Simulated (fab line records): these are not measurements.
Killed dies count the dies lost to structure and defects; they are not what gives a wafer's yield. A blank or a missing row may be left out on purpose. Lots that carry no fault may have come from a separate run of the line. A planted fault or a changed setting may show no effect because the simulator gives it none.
fab line records	flow n5-finfet
[record] lots = 7	wafers = 21
route steps=1938 shown HKMG_FIN@395 GATE_CUT@501 MOL_CONTACT_COAG@559 BEOL_M0_SAQP@686
start-h: hours from the record's first day to the start of the lot's first wafer shown	wait-h: hours elapsed since this lot's preceding step	" identical to the entry in the row above	L1.1+2: a row that stands for several wafers	- value missing, or start not given	* or withheld: withheld	< > ~ a bound
route shown NAME@n: NAME is a module with steps in the file, n the number in the route of the first one	usual: mean/standard deviation of fault-free wafers	same: alike in all rows	chamber/n: place in a boat	sites: per-site readings	_std_site: their standard deviation	_edge_site: outer sites' mean less inner sites'	radius-mm: for every site, how far away it sits from the centre of the wafer	mask NAME#n: copy n	behind: tool/chamber where the wafer was last shaped	hold: cause of the lot's hold/its duration in hours/its outcome	device: the n, p or np transistor that did not switch	end of line: the same wafers' tests at the end of the route	a step without rows: its recipe alone	killed: the dies lost at the first sort to structure and to defects; this is not the yield of the wafer	map: dies across one wafer; x = killed, . = not, _ = none there
set.NAME: setting as actually run; set.NAME@STEP: the setting as run at that earlier step	model.NAME: the simulator's own value behind a step, which no gauge read
lots where settings were altered on purpose, with a table for each step and a row for each wafer
[[steps]]
[step N5_HKMG_FIN_EXPOSE_46]
[recipe] mask-id = NDIPOLE	na = 1.35	source-shape = conventional	sigma-outer = 0.8	polarization = unpolarized	dose-mj = 40
lot.wafer	tool	chamber	start-h	wait-h	mask	set.dose-mj
L074.1+5+6	arfi-scanner-03	0	72.19	-	NDIPOLE#0	40
L075.2+5	arfi-scanner-03	0	76.58	-	NDIPOLE#0	37.57
L075.6	"	0	"	"	NDIPOLE#0	40
L076.3+4	arfi-scanner-03	0	84.51	-	NDIPOLE#0	40
L076.5	"	0	"	"	NDIPOLE#0	38.78
L083.1+5	arfi-scanner-02	0	127.75	-	NDIPOLE#0	40
L083.4	"	0	"	"	NDIPOLE#0	40.85
L091.3	arfi-scanner-01	0	171.98	-	NDIPOLE#0	37.16
L091.4+5	"	0	"	"	NDIPOLE#0	40
L093.2+3+4	arfi-scanner-02	0	186.86	-	NDIPOLE#0	40
L094.1+2+3	arfi-scanner-02	0	191.83	-	NDIPOLE#0	40
[step N5_HKMG_FIN_PEB_47]
[recipe] peb-temp-c = withheld	peb-time-s = 60	resist = CAR-ArF
[step N5_HKMG_FIN_DEVELOP_48]
[recipe] develop-time-s = 30	developer = TMAH	resist = CAR-ArF	rinse-liquid = diw	dry = air-spin	dev-temp-c = 23
lot.wafer	tool	chamber	start-h	wait-h	set.spin-rpm@HKMG_FIN_COAT_43	model.CAR-ArF_of_HKMG_FIN_COAT_43.thk-nm
L074.1	litho-track-04	0	-	-	1652	84
L074.5	"	0	"	"	1652	83.8
L074.6	"	0	"	"	1500	88
L075.2+6	litho-track-02	0	-	-	1500	88.6
L075.5	"	0	"	"	1500	88.4
L076.3	litho-track-02	0	-	-	1421	91
L076.4+5	"	0	"	"	1500	88.4
L083.1+4+5	litho-track-02	0	-	-	1500	88.6
L091.3+5	litho-track-04	0	-	-	1442	90.4
L091.4	"	0	"	"	1500	88.6
L093.2	litho-track-04	0	-	-	1500	88.2
L093.3+4	"	0	"	"	1500	88.6
L094.1+2	litho-track-01	0	-	-	1500	88.4
L094.3	"	0	"	"	1500	88.2
[step N5_HKMG_FIN_CD_MEAS_49]
[recipe] target-cd-nm = 202	landing-energy-ev = 500	detector = se-inlens	polarity = opening
[usual] cd-nm = 202.1/0.66
lot.wafer	tool	chamber	start-h	wait-h	set.dose-mj@HKMG_FIN_EXPOSE_46	cd-nm
L074.1	cd-sem-03	0	72.31	-	40	202.4
L074.5	"	0	"	"	40	202.5
L074.6	"	0	"	"	40	201.3
L075.2	cd-sem-03	0	76.70	-	37.57	198.7
L075.5	"	0	"	"	37.57	199.1
L075.6	"	0	"	"	40	202.6
L076.3	cd-sem-02	0	84.62	-	40	201.4
L076.4	"	0	"	"	40	201.7
L076.5	"	0	"	"	38.78	200.8
L083.1	cd-sem-02	0	127.88	-	40	202.6
L083.4	"	0	"	"	40.85	203.8
L083.5	"	0	"	"	40	203.2
L091.3	cd-sem-02	0	172.09	-	37.16	198.0
L091.4	"	0	"	"	40	201.7
L091.5	"	0	"	"	40	201.9
L093.2	cd-sem-03	0	186.98	-	40	201.7
L093.3	"	0	"	"	40	201.8
L093.4	"	0	"	"	40	201.3
L094.1	cd-sem-01	0	191.96	-	40	202.1
L094.2	"	0	"	"	40	202.6
L094.3	"	0	"	"	40	202.2
[step N5_HKMG_FIN_DESCUM_53]
[recipe] chemistry = O2	time-s = 7.9	source-power-w = 50	bias-power-w = 20	pressure-mtorr = 20	rf-frequency-hz = 2.712e+07	temp-c = 40	resist = CAR-ArF	o2-flow-sccm = 225
[step N5_HKMG_FIN_ETCH_54]
[recipe] chemistry = CF4	target = SiARC	target-depth-a = 455	mask-material = CAR-ArF	time-s = 75.8	ion-energy-ev = 80	pressure-mtorr = 40	source-w = 545	bias-w = 36	Ar_flow_sccm = 100	cf4-flow-sccm = 100	ends = cleared
lot.wafer	tool	chamber	start-h	wait-h	set.spin-rpm@HKMG_FIN_COAT_43	set.dose-mj@HKMG_FIN_EXPOSE_46	model.HKMG_FIN.cd-offset-nm	model.CAR-ArF_of_HKMG_FIN_COAT_43.thk-nm
L074.1	rie-diel-06	1	72.60	0.0	1652	40	0.8	46.4
L074.5	"	3	"	"	1652	40	0.8	46.2
L074.6	"	2	"	"	1500	40	-0.6	50.8
L075.2	rie-diel-06	2	76.98	0.0	1500	37.57	-3.6	51.2
L075.5	"	1	"	"	1500	37.57	-2.8	50.8
L075.6	"	0	"	"	1500	40	0.8	51.2
L076.3	rie-diel-01	0	84.74	0.0	1421	40	-0.4	53.6
L076.4	"	2	"	"	1500	40	-0.6	51
L076.5	"	2	"	"	1500	38.78	-1.4	51
L083.1	rie-diel-06	0	128.00	0.0	1500	40	0.4	51.2
L083.4	"	2	"	"	1500	40.85	1.6	51.2
L083.5	"	2	"	"	1500	40	1.2	51.2
L091.3	rie-diel-01	0	172.21	0.0	1442	37.16	-4.2	53
L091.4	"	1	"	"	1500	40	-0.2	51
L091.5	"	1	"	"	1442	40	0	52.8
L093.2	rie-diel-01	2	187.10	0.0	1500	40	-0.4	50.6
L093.3	"	3	"	"	1500	40	0	51
L093.4	"	0	"	"	1500	40	-0.4	51
L094.1	rie-diel-06	0	192.52	0.0	1500	40	-0.4	50.8
L094.2	"	1	"	"	1500	40	0.4	50.8
L094.3	"	3	"	"	1500	40	0.4	50.6
[step N5_HKMG_FIN_ETCH_55]
[recipe] chemistry = N2/H2	target = SOC	target-depth-a = 2400	temp-c = 40	time-s = 300	ion-energy-ev = 200	mask-material = SiARC	pressure-mtorr = 30	source-w = 840	bias-w = 150	n2-flow-sccm = 200	h2-flow-sccm = 200
lot.wafer	tool	chamber	start-h	wait-h	set.dose-mj@HKMG_FIN_EXPOSE_46	model.HKMG_FIN.cd-offset-nm
L074.1	rie-diel-06	1	72.65	0.0	40	0.4
L074.5	"	3	"	"	40	1
L074.6	"	2	"	"	40	-0.8
L075.2	rie-diel-06	2	77.04	0.0	37.57	-4.2
L075.5	"	1	"	"	37.57	-3.2
L075.6	"	0	"	"	40	1
L076.3+4	rie-diel-01	0,2	84.80	0.0	40	-1
L076.5	"	2	"	"	38.78	-1.8
L083.1+5	rie-diel-06	0,2	128.06	0.0	40	0.6
L083.4	"	2	"	"	40.85	1.2
L091.3	rie-diel-01	0	172.27	0.0	37.16	-4.8
L091.4	"	1	"	"	40	-0.4
L091.5	"	1	"	"	40	-0.2
L093.2	rie-diel-01	2	187.15	0.0	40	0
L093.3	"	3	"	"	40	0.2
L093.4	"	0	"	"	40	-1
L094.1	rie-diel-06	0	192.57	0.0	40	-0.2
L094.2	"	1	"	"	40	0
L094.3	"	3	"	"	40	0.6
[step N5_HKMG_FIN_STRIP_56]
[recipe] chemistry = N2/H2	temp-c = 40	n2-flow-sccm = 200	h2-flow-sccm = 200	rf-frequency-hz = 6e+07
[step N5_HKMG_FIN_STRIP_57]
[recipe] chemistry = CF4	resist = SiARC	power-w = 300	bias-power-w = 75	pressure-mtorr = 50	cf4-flow-sccm = 150	rf-frequency-hz = 6e+07
[step N5_HKMG_FIN_ETCH_58]
[recipe] chemistry = N2/H2	target = SOC	target-depth-a = 2158	ion-energy-ev = 50	bias-w = 13	time-s = 741	pressure-mtorr = 30	source-w = 875	n2-flow-sccm = 200	h2-flow-sccm = 200
lot.wafer	tool	chamber	start-h	wait-h	set.dose-mj@HKMG_FIN_EXPOSE_46	model.HKMG_FIN.cd-offset-nm
L074.1	rie-diel-06	1	72.87	0.0	40	0.6
L074.5	"	3	"	"	40	1.6
L074.6	"	2	"	"	40	-1.2
L075.2	rie-diel-06	2	77.25	0.0	37.57	-4.2
L075.5	"	1	"	"	37.57	-2.8
L075.6	"	0	"	"	40	1
L076.3	rie-diel-01	0	85.01	0.0	40	-1.4
L076.4	"	2	"	"	40	-0.4
L076.5	"	2	"	"	38.78	-1.6
L083.1	rie-diel-06	0	128.27	0.0	40	0.6
L083.4	"	2	"	"	40.85	0.8
L083.5	"	2	"	"	40	0.2
L091.3	rie-diel-01	0	172.48	0.0	37.16	-5.2
L091.4+5	"	1	"	"	40	-0.2
L093.2	rie-diel-01	2	187.36	0.0	40	0.2
L093.3	"	3	"	"	40	0
L093.4	"	0	"	"	40	-1
L094.1+2	rie-diel-06	0,1	192.78	0.0	40	0
L094.3	"	3	"	"	40	1
[step N5_GATE_CUT_CUT_ETCH_54]
[recipe] chemistry = Cl2/BCl3	target = TiN	mask-material = SiO2	target-depth-a = 967	pressure-mtorr = 10	icp-w = 1000	bias-w = 126	Cl2_flow_sccm = 53.25	bcl3-flow-sccm = 21.75	Ar_flow_sccm = 25	ends = cleared
[usual] etch-rf-on-time-s = 36.3/0.65
lot.wafer	tool	chamber	start-h	wait-h	set.bias-w	etch-rf-on-time-s
L074.1	rie-metal-02	0	84.59	0.0	126	36.9
L074.5	"	1	"	"	119.6	37.0
L074.6	"	0	"	"	126	36.8
L075.2	rie-metal-02	1	90.45	0.0	126	36.0
L075.5	"	1	"	"	126	36.3
L075.6	"	0	"	"	146.3	34.9
L076.3	rie-metal-02	1	97.50	0.0	126	36.6
L076.4	"	0	"	"	145.3	35.5
L076.5	"	0	"	"	126	37.4
L083.1	rie-metal-03	0	139.97	0.0	126	35.2
L083.4	"	0	"	"	126	35.4
L083.5	"	1	"	"	126	36.4
L091.3	rie-metal-03	0	186.16	0.0	126	35.7
L091.4	"	1	"	"	126	36.4
L091.5	"	1	"	"	106.7	38.7
L093.2	rie-metal-02	1	200.21	0.1	126	36.5
L093.3	"	1	"	"	126	36.3
L093.4	"	1	"	"	126	36.6
L094.1	rie-metal-03	1	205.59	0.0	112.8	37.8
L094.2	"	0	"	"	112.8	37.6
L094.3	"	0	"	"	126	35.6
[step N5_MOL_CONTACT_COAG_ALD_27]
[recipe] material = SiOC	target-thk-a = 170	temp-c = 400	ald-precursor-family = carbosiloxane	ald-co-reactant = H2-plasma	pulse-time-s = 1.5	time-s = 2720	purge-time-s = 2	co-reactant-purge-time-s = 2	ald-cycles = 340	pressure-torr = 2
lot.wafer	tool	chamber	start-h	wait-h	set.ald-cycles	model.SiOC_of_MOL_CONTACT_COAG_ALD_27.thk-nm
L074.1+6	ald-sin-01	2,1	94.92	0.0	287	14.2
L074.5	"	2	"	"	340	16.8
L075.2	ald-sin-04	1	101.09	0.7	340	17
L075.5+6	"	3,2	"	"	368	18.4
L076.3+4	ald-sin-02	0,2	110.63	0.0	340	17
L076.5	"	0	"	"	301	15
L083.1	ald-sin-01	2	150.90	0.0	340	16.8
L083.4+5	"	0	"	"	294	14.6
L091.3	ald-sin-04	1	196.93	0.7	369	18.4
L091.4	"	2	"	"	369	18.6
L091.5	"	3	"	"	340	17.2
L093.2+4	ald-sin-04	1,3	211.41	0.0	340	17
L093.3	"	0	"	"	340	16.8
L094.1	ald-sin-01	2	215.36	0.0	305	15.2
L094.2+3	"	3,1	"	"	340	17
[step N5_BEOL_M0_SAQP_EXPOSE_37]
[recipe] mask-id = M0_CUT1	na = 0.33	source-shape = annular	sigma-inner = 0.35	sigma-outer = 0.8	polarization = unpolarized	target-cd-nm = 30	dose-mj = 44.75
lot.wafer	tool	chamber	start-h	wait-h	mask	set.dose-mj
L074.1	euv-scanner-02	0	111.40	-	M0_CUT1#0	44.75
L074.5+6	"	0	"	"	M0_CUT1#0	48.02
L075.2+5+6	euv-scanner-02	0	115.81	-	M0_CUT1#0	44.75
L076.3+4+5	euv-scanner-01	0	126.68	-	M0_CUT1#0	44.75
L083.1+4+5	euv-scanner-01	0	165.90	-	M0_CUT1#0	44.75
L091.3+5	euv-scanner-02	0	215.34	-	M0_CUT1#0	44.75
L091.4	"	0	"	"	M0_CUT1#0	47.45
L093.2+3+4	euv-scanner-01	0	228.31	-	M0_CUT1#0	44.75
L094.1+2	euv-scanner-02	0	231.01	-	M0_CUT1#0	44.75
L094.3	"	0	"	"	M0_CUT1#0	42.2
[step N5_BEOL_M0_SAQP_PEB_38]
[recipe] peb-temp-c = 100	peb-time-s = 60	resist = CAR-EUV
[step N5_BEOL_M0_SAQP_DEVELOP_39]
[recipe] develop-time-s = 30	developer = TMAH	resist = CAR-EUV	rinse-liquid = surfactant-rinse	dry = air-spin	dev-temp-c = 23
[step N5_BEOL_M0_SAQP_CD_MEAS_40]
[recipe] target-cd-nm = 30	landing-energy-ev = 500	detector = se-inlens
[usual] cd-nm = 30.03/0.25
lot.wafer	tool	chamber	start-h	wait-h	set.dose-mj@BEOL_M0_SAQP_EXPOSE_37	cd-nm
L074.1	cd-sem-03	0	111.54	-	44.75	29.79
L074.5	"	0	"	"	48.02	31.65
L074.6	"	0	"	"	48.02	31.75
L075.2	cd-sem-02	0	115.94	-	44.75	29.97
L075.5	"	0	"	"	44.75	29.93
L075.6	"	0	"	"	44.75	30.09
L076.3	cd-sem-03	0	126.80	-	44.75	29.82
L076.4	"	0	"	"	44.75	29.94
L076.5	"	0	"	"	44.75	29.88
L083.1	cd-sem-03	0	166.03	-	44.75	29.73
L083.4	"	0	"	"	44.75	30.10
L083.5	"	0	"	"	44.75	30.15
L091.3	cd-sem-03	0	215.46	-	44.75	29.93
L091.4	"	0	"	"	47.45	31.17
L091.5	"	0	"	"	44.75	29.88
L093.2	cd-sem-01	0	228.43	-	44.75	30.19
L093.3	"	0	"	"	44.75	30.44
L093.4	"	0	"	"	44.75	30.07
L094.1	cd-sem-01	0	231.14	-	44.75	30.29
L094.2	"	0	"	"	44.75	30.00
L094.3	"	0	"	"	42.2	28.90
[step N5_BEOL_M0_SAQP_DESCUM_45]
[recipe] chemistry = O2	time-s = 7	source-power-w = 50	bias-power-w = 20	pressure-mtorr = 20	rf-frequency-hz = 2.712e+07	temp-c = 40	resist = CAR-EUV	o2-flow-sccm = 225
lot.wafer	tool	chamber	start-h	wait-h	set.dose-mj@BEOL_M0_SAQP_EXPOSE_37	model.BEOL_M0_SAQP.cd-nm
L074.1	rie-diel-03	2	111.67	0.0	44.75	29.8
L074.5	"	1	"	"	48.02	31.2
L074.6	"	2	"	"	48.02	31.4
L075.2+5+6	rie-diel-02	2,2,1	116.06	0.0	44.75	30
L076.3	rie-diel-03	2	126.92	0.0	44.75	29.8
L076.4	"	1	"	"	44.75	30.2
L076.5	"	2	"	"	44.75	30
L083.1+5	rie-diel-04	3	166.16	0.0	44.75	30
L083.4	"	1	"	"	44.75	29.8
L091.3	rie-diel-04	2	215.69	0.1	44.75	30
L091.4	"	0	"	"	47.45	31.2
L091.5	"	2	"	"	44.75	29.6
L093.2	rie-diel-02	0	228.66	0.1	44.75	30.2
L093.3+4	"	2,3	"	"	44.75	30
L094.1	rie-diel-03	3	231.27	0.0	44.75	30.4
L094.2	"	2	"	"	44.75	30.2
L094.3	"	1	"	"	42.2	29
[step N5_BEOL_M0_SAQP_ETCH_88]
[recipe] chemistry = N2/H2	target = underlayer	target-depth-a = 65	time-s = 5.2	ion-energy-ev = 200	mask-material = CAR-EUV	pressure-mtorr = 30	source-w = 840	bias-w = 150	n2-flow-sccm = 200	h2-flow-sccm = 200	ends = cleared
[step N5_BEOL_M0_SAQP_ETCH_73]
[recipe] chemistry = CF4	target = SiARC	target-depth-a = 195	mask-material = CAR-EUV	time-s = 32.5	ion-energy-ev = 80	pressure-mtorr = 40	source-w = 545	bias-w = 36	Ar_flow_sccm = 100	cf4-flow-sccm = 100	ends = cleared
[step N5_BEOL_M0_SAQP_CUT_ETCH_46]
[recipe] chemistry = N2/H2	target = SOC	target-depth-a = 1350	overetch-a = 270	temp-c = 40	time-s = 202.5	ion-energy-ev = 200	mask-material = SiARC	pressure-mtorr = 30	source-w = 840	bias-w = 150	n2-flow-sccm = 200	h2-flow-sccm = 200
lot.wafer	tool	chamber	start-h	wait-h	set.dose-mj@BEOL_M0_SAQP_EXPOSE_37	model.BEOL_M0_SAQP.cd-nm
L074.1	rie-diel-03	2	111.75	0.0	44.75	30
L074.5	"	1	"	"	48.02	31.2
L074.6	"	2	"	"	48.02	31.6
L075.2+5	rie-diel-02	2	116.14	0.0	44.75	30.6
L075.6	"	1	"	"	44.75	30.4
L076.3	rie-diel-03	2	127.00	0.0	44.75	29.8
L076.4+5	"	1,2	"	"	44.75	30
L083.1	rie-diel-04	3	166.24	0.0	44.75	30.2
L083.4	"	1	"	"	44.75	30
L083.5	"	3	"	"	44.75	30.4
L091.3	rie-diel-04	2	215.78	0.0	44.75	30.2
L091.4	"	0	"	"	47.45	31.2
L091.5	"	2	"	"	44.75	29.4
L093.2+3	rie-diel-02	0,2	228.75	0.0	44.75	30
L093.4	"	3	"	"	44.75	30.6
L094.1	rie-diel-03	3	231.35	0.0	44.75	30.4
L094.2	"	2	"	"	44.75	30.2
L094.3	"	1	"	"	42.2	29.2
[[key]]
[split] step = N5_HKMG_FIN_EXPOSE_46	setting = dose-mj	stated = 40	by = wafer
[response] step = N5_HKMG_FIN_CD_MEAS_49	reading = cd-nm	change = +0.533	per = 1%	r = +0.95
[response] step = N5_HKMG_FIN_ETCH_54	reading = model.HKMG_FIN.cd-offset-nm	change = +0.572	per = 1%	r = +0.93
[response] step = N5_HKMG_FIN_ETCH_55	reading = model.HKMG_FIN.cd-offset-nm	change = +0.635	per = 1%	r = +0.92
[response] step = N5_HKMG_FIN_ETCH_58	reading = model.HKMG_FIN.cd-offset-nm	change = +0.651	per = 1%	r = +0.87
[split] step = N5_GATE_CUT_CUT_ETCH_54	setting = bias-w	stated = 126	by = wafer
[response] step = N5_GATE_CUT_CUT_ETCH_54	reading = etch-rf-on-time-s	change = *	per = 1%	r = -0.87
[split] step = N5_MOL_CONTACT_COAG_ALD_27	setting = ald-cycles	stated = 340	by = wafer
[response] step = N5_MOL_CONTACT_COAG_ALD_27	reading = model.SiOC_of_MOL_CONTACT_COAG_ALD_27.thk-nm	change = +0.167	per = 1%	r = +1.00
[split] step = N5_BEOL_M0_SAQP_EXPOSE_37	setting = dose-mj	stated = 44.75	by = wafer
[response] step = N5_BEOL_M0_SAQP_CD_MEAS_40	reading = cd-nm	change = +0.235	per = 1%	r = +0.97
[response] step = N5_BEOL_M0_SAQP_DESCUM_45	reading = model.BEOL_M0_SAQP.cd-nm	change = +0.219	per = 1%	r = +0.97
[response] step = N5_BEOL_M0_SAQP_CUT_ETCH_46	reading = model.BEOL_M0_SAQP.cd-nm	change = +0.204	per = 1%	r = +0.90
split outside-this-file step=N5_HKMG_FIN_COAT_43 setting=spin-rpm
// split outside-this-file: this setting was split too, and the file shows its column; the key of that split is in another file
